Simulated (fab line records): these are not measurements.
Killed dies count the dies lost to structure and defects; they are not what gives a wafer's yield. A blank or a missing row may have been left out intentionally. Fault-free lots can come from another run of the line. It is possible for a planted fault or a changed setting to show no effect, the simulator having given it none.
Split-lot experiment || flow n5Finfet || 7 lots, 39 wafers read, on a route of 1938 steps

SPLIT DETAILS
At N5_HKMG_FIN_ALD_71 (deposits TiN, target thk 1 nm, pulse time 1 s, purge time 3 s), the setting aldCycles was moved away from the recipe's 47 on 18 of the 39 wafers read, by -23.4% to +55.3%. The other wafers ran this setting at the recipe's value.

The split's own step is where the reading is taken.

THE READING
TiN_of_HKMG_FIN_ALD_71.thkNm (the simulator's own value, which no gauge read), in nm, at N5_HKMG_FIN_ALD_71 (deposits TiN, target thk 1 nm, pulse time 1 s, purge time 3 s). There is no usual value for it anywhere in the file.

{"wafer": "L077.1", "tool, chamber at the split": "aldMetal-01, 0,2,3", "aldCycles as run": 47, "against the recipe": "recipe", "TiN_of_HKMG_FIN_ALD_71.thkNm, nm": 1, "against lot-mates on the recipe": "-"}
{"wafer": "L077.3", "tool, chamber at the split": "aldMetal-01, 0,2,3", "aldCycles as run": 47, "against the recipe": "recipe", "TiN_of_HKMG_FIN_ALD_71.thkNm, nm": 1, "against lot-mates on the recipe": "-"}
{"wafer": "L077.5", "tool, chamber at the split": "aldMetal-01, 0,2,3", "aldCycles as run": 47, "against the recipe": "recipe", "TiN_of_HKMG_FIN_ALD_71.thkNm, nm": 1, "against lot-mates on the recipe": "-"}
{"wafer": "L077.2", "tool, chamber at the split": "aldMetal-01, 1,3,2", "aldCycles as run": 59, "against the recipe": "+25.5%", "TiN_of_HKMG_FIN_ALD_71.thkNm, nm": 1.2, "against lot-mates on the recipe": "+0.2"}
{"wafer": "L077.4", "tool, chamber at the split": "aldMetal-01, 1,3,2", "aldCycles as run": 59, "against the recipe": "+25.5%", "TiN_of_HKMG_FIN_ALD_71.thkNm, nm": 1.2, "against lot-mates on the recipe": "+0.2"}
{"wafer": "L077.6", "tool, chamber at the split": "aldMetal-01, 1,3,2", "aldCycles as run": 59, "against the recipe": "+25.5%", "TiN_of_HKMG_FIN_ALD_71.thkNm, nm": 1.2, "against lot-mates on the recipe": "+0.2"}
{"wafer": "L079.1", "tool, chamber at the split": "aldMetal-03, 3,0,3", "aldCycles as run": 47, "against the recipe": "recipe", "TiN_of_HKMG_FIN_ALD_71.thkNm, nm": 1, "against lot-mates on the recipe": "-"}
{"wafer": "L079.4", "tool, chamber at the split": "aldMetal-03, 3,0,3", "aldCycles as run": 47, "against the recipe": "recipe", "TiN_of_HKMG_FIN_ALD_71.thkNm, nm": 1, "against lot-mates on the recipe": "-"}
{"wafer": "L079.6", "tool, chamber at the split": "aldMetal-03, 3,0,3", "aldCycles as run": 47, "against the recipe": "recipe", "TiN_of_HKMG_FIN_ALD_71.thkNm, nm": 1, "against lot-mates on the recipe": "-"}
{"wafer": "L079.2", "tool, chamber at the split": "aldMetal-03, 1,2,2", "aldCycles as run": 72, "against the recipe": "+53.2%", "TiN_of_HKMG_FIN_ALD_71.thkNm, nm": 1.6, "against lot-mates on the recipe": "+0.6"}
{"wafer": "L079.3", "tool, chamber at the split": "aldMetal-03, 1,2,2", "aldCycles as run": 72, "against the recipe": "+53.2%", "TiN_of_HKMG_FIN_ALD_71.thkNm, nm": 1.6, "against lot-mates on the recipe": "+0.6"}
{"wafer": "L079.5", "tool, chamber at the split": "aldMetal-03, 1,2,2", "aldCycles as run": 72, "against the recipe": "+53.2%", "TiN_of_HKMG_FIN_ALD_71.thkNm, nm": 1.6, "against lot-mates on the recipe": "+0.6"}
{"wafer": "L086.1", "tool, chamber at the split": "aldMetal-03, 1,0,2", "aldCycles as run": 73, "against the recipe": "+55.3%", "TiN_of_HKMG_FIN_ALD_71.thkNm, nm": 1.6, "against lot-mates on the recipe": "+0.6"}
{"wafer": "L086.2", "tool, chamber at the split": "aldMetal-03, 1,0,2", "aldCycles as run": 73, "against the recipe": "+55.3%", "TiN_of_HKMG_FIN_ALD_71.thkNm, nm": 1.6, "against lot-mates on the recipe": "+0.6"}
{"wafer": "L086.6", "tool, chamber at the split": "aldMetal-03, 1,0,2", "aldCycles as run": 73, "against the recipe": "+55.3%", "TiN_of_HKMG_FIN_ALD_71.thkNm, nm": 1.6, "against lot-mates on the recipe": "+0.6"}
{"wafer": "L086.3", "tool, chamber at the split": "aldMetal-03, 3,2,3", "aldCycles as run": 47, "against the recipe": "recipe", "TiN_of_HKMG_FIN_ALD_71.thkNm, nm": 1, "against lot-mates on the recipe": "-"}
{"wafer": "L086.4", "tool, chamber at the split": "aldMetal-03, 3,2,3", "aldCycles as run": 47, "against the recipe": "recipe", "TiN_of_HKMG_FIN_ALD_71.thkNm, nm": 1, "against lot-mates on the recipe": "-"}
{"wafer": "L086.5", "tool, chamber at the split": "aldMetal-03, 3,2,3", "aldCycles as run": 47, "against the recipe": "recipe", "TiN_of_HKMG_FIN_ALD_71.thkNm, nm": 1, "against lot-mates on the recipe": "-"}
{"wafer": "L087.3", "tool, chamber at the split": "aldMetal-04, 0,2,0", "aldCycles as run": 47, "against the recipe": "recipe", "TiN_of_HKMG_FIN_ALD_71.thkNm, nm": 1, "against lot-mates on the recipe": "-"}
{"wafer": "L087.4", "tool, chamber at the split": "aldMetal-04, 0,2,0", "aldCycles as run": 47, "against the recipe": "recipe", "TiN_of_HKMG_FIN_ALD_71.thkNm, nm": 1, "against lot-mates on the recipe": "-"}
{"wafer": "L087.6", "tool, chamber at the split": "aldMetal-04, 0,2,0", "aldCycles as run": 47, "against the recipe": "recipe", "TiN_of_HKMG_FIN_ALD_71.thkNm, nm": 1, "against lot-mates on the recipe": "-"}
{"wafer": "L092.1", "tool, chamber at the split": "aldMetal-01, 0,2,3", "aldCycles as run": 47, "against the recipe": "recipe", "TiN_of_HKMG_FIN_ALD_71.thkNm, nm": 1, "against lot-mates on the recipe": "-"}
{"wafer": "L092.3", "tool, chamber at the split": "aldMetal-01, 0,2,3", "aldCycles as run": 47, "against the recipe": "recipe", "TiN_of_HKMG_FIN_ALD_71.thkNm, nm": 1, "against lot-mates on the recipe": "-"}
{"wafer": "L092.4", "tool, chamber at the split": "aldMetal-01, 0,2,3", "aldCycles as run": 47, "against the recipe": "recipe", "TiN_of_HKMG_FIN_ALD_71.thkNm, nm": 1, "against lot-mates on the recipe": "-"}
{"wafer": "L092.2", "tool, chamber at the split": "aldMetal-01, 1,2,3", "aldCycles as run": 36, "against the recipe": "-23.4%", "TiN_of_HKMG_FIN_ALD_71.thkNm, nm": 0.8, "against lot-mates on the recipe": -0.2}
{"wafer": "L092.5", "tool, chamber at the split": "aldMetal-01, 1,2,3", "aldCycles as run": 36, "against the recipe": "-23.4%", "TiN_of_HKMG_FIN_ALD_71.thkNm, nm": 0.8, "against lot-mates on the recipe": -0.2}
{"wafer": "L092.6", "tool, chamber at the split": "aldMetal-01, 1,2,3", "aldCycles as run": 36, "against the recipe": "-23.4%", "TiN_of_HKMG_FIN_ALD_71.thkNm, nm": 0.8, "against lot-mates on the recipe": -0.2}
{"wafer": "L093.1", "tool, chamber at the split": "aldMetal-03, 3,1,0", "aldCycles as run": 64, "against the recipe": "+36.2%", "TiN_of_HKMG_FIN_ALD_71.thkNm, nm": 1.4, "against lot-mates on the recipe": "+0.4"}
{"wafer": "L093.4", "tool, chamber at the split": "aldMetal-03, 3,1,0", "aldCycles as run": 64, "against the recipe": "+36.2%", "TiN_of_HKMG_FIN_ALD_71.thkNm, nm": 1.4, "against lot-mates on the recipe": "+0.4"}
{"wafer": "L093.5", "tool, chamber at the split": "aldMetal-03, 3,1,0", "aldCycles as run": 64, "against the recipe": "+36.2%", "TiN_of_HKMG_FIN_ALD_71.thkNm, nm": 1.4, "against lot-mates on the recipe": "+0.4"}
{"wafer": "L093.2", "tool, chamber at the split": "aldMetal-03, 0,2,1", "aldCycles as run": 47, "against the recipe": "recipe", "TiN_of_HKMG_FIN_ALD_71.thkNm, nm": 1, "against lot-mates on the recipe": "-"}
{"wafer": "L093.3", "tool, chamber at the split": "aldMetal-03, 0,2,1", "aldCycles as run": 47, "against the recipe": "recipe", "TiN_of_HKMG_FIN_ALD_71.thkNm, nm": 1, "against lot-mates on the recipe": "-"}
{"wafer": "L093.6", "tool, chamber at the split": "aldMetal-03, 0,2,1", "aldCycles as run": 47, "against the recipe": "recipe", "TiN_of_HKMG_FIN_ALD_71.thkNm, nm": 1, "against lot-mates on the recipe": "-"}
{"wafer": "L097.1", "tool, chamber at the split": "aldMetal-01, 1,2,1", "aldCycles as run": 47, "against the recipe": "recipe", "TiN_of_HKMG_FIN_ALD_71.thkNm, nm": 1, "against lot-mates on the recipe": "-"}
{"wafer": "L097.4", "tool, chamber at the split": "aldMetal-01, 1,2,1", "aldCycles as run": 47, "against the recipe": "recipe", "TiN_of_HKMG_FIN_ALD_71.thkNm, nm": 1, "against lot-mates on the recipe": "-"}
{"wafer": "L097.5", "tool, chamber at the split": "aldMetal-01, 1,2,1", "aldCycles as run": 47, "against the recipe": "recipe", "TiN_of_HKMG_FIN_ALD_71.thkNm, nm": 1, "against lot-mates on the recipe": "-"}
{"wafer": "L097.2", "tool, chamber at the split": "aldMetal-01, 3,0,0", "aldCycles as run": 64, "against the recipe": "+36.2%", "TiN_of_HKMG_FIN_ALD_71.thkNm, nm": 1.4, "against lot-mates on the recipe": "+0.4"}
{"wafer": "L097.3", "tool, chamber at the split": "aldMetal-01, 3,0,0", "aldCycles as run": 64, "against the recipe": "+36.2%", "TiN_of_HKMG_FIN_ALD_71.thkNm, nm": 1.4, "against lot-mates on the recipe": "+0.4"}
{"wafer": "L097.6", "tool, chamber at the split": "aldMetal-01, 3,0,0", "aldCycles as run": 64, "against the recipe": "+36.2%", "TiN_of_HKMG_FIN_ALD_71.thkNm, nm": 1.4, "against lot-mates on the recipe": "+0.4"}
If several chambers appear in one row, that row covers several wafers at once and the file leaves open which wafer was in which chamber.

THE FIT
A straight line over all 39 wafers: TiN_of_HKMG_FIN_ALD_71.thkNm changes by +0.0106 nm for each +1% of aldCycles; r = +0.99; the points scatter about the line by 0.027 nm.
The same after taking each lot's own level away (the mean of its wafers on the recipe; 39 wafers): +0.0106 nm for each +1%; r = +0.99; scatter 0.027 nm.
On that fit, the largest move of aldCycles shifts the reading by 0.59 nm.
The lots' own levels span 1.00 to 1.00 nm.
The two slopes are in agreement: the lot-to-lot level therefore moves the slope only a little.
Check: with one of the wafers moved furthest among these (+55.3%) left out of the fit, the line predicts +0.591 nm for it against its lot-mates. It came out at +0.6 nm against them.

OTHER SPLITS APPLIED TO THESE WAFERS
Note: prior to the reading, these wafers also went through further splits. Each is held against what the fit with the lots' levels taken away leaves over:
{"other split on the same wafers": "N5_ZERO_LAYER_DEVELOP_10 developTimeS", "wafers away from the commonest value": 15, "r with TiN_of_HKMG_FIN_ALD_71.thkNm (lot level and that fit taken away)": "+0.12"}
{"other split on the same wafers": "N5_FIN_SAQP_HM_DEP_72 timeS", "wafers away from the commonest value": 12, "r with TiN_of_HKMG_FIN_ALD_71.thkNm (lot level and that fit taken away)": "+0.24"}
{"other split on the same wafers": "N5_SD_EPI_N_DEVELOP_08 developTimeS", "wafers away from the commonest value": 15, "r with TiN_of_HKMG_FIN_ALD_71.thkNm (lot level and that fit taken away)": -0.06}

FILE'S OWN FIT
TiN_of_HKMG_FIN_ALD_71.thkNm changes by +0.0107 nm for each +1% of aldCycles, r = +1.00.
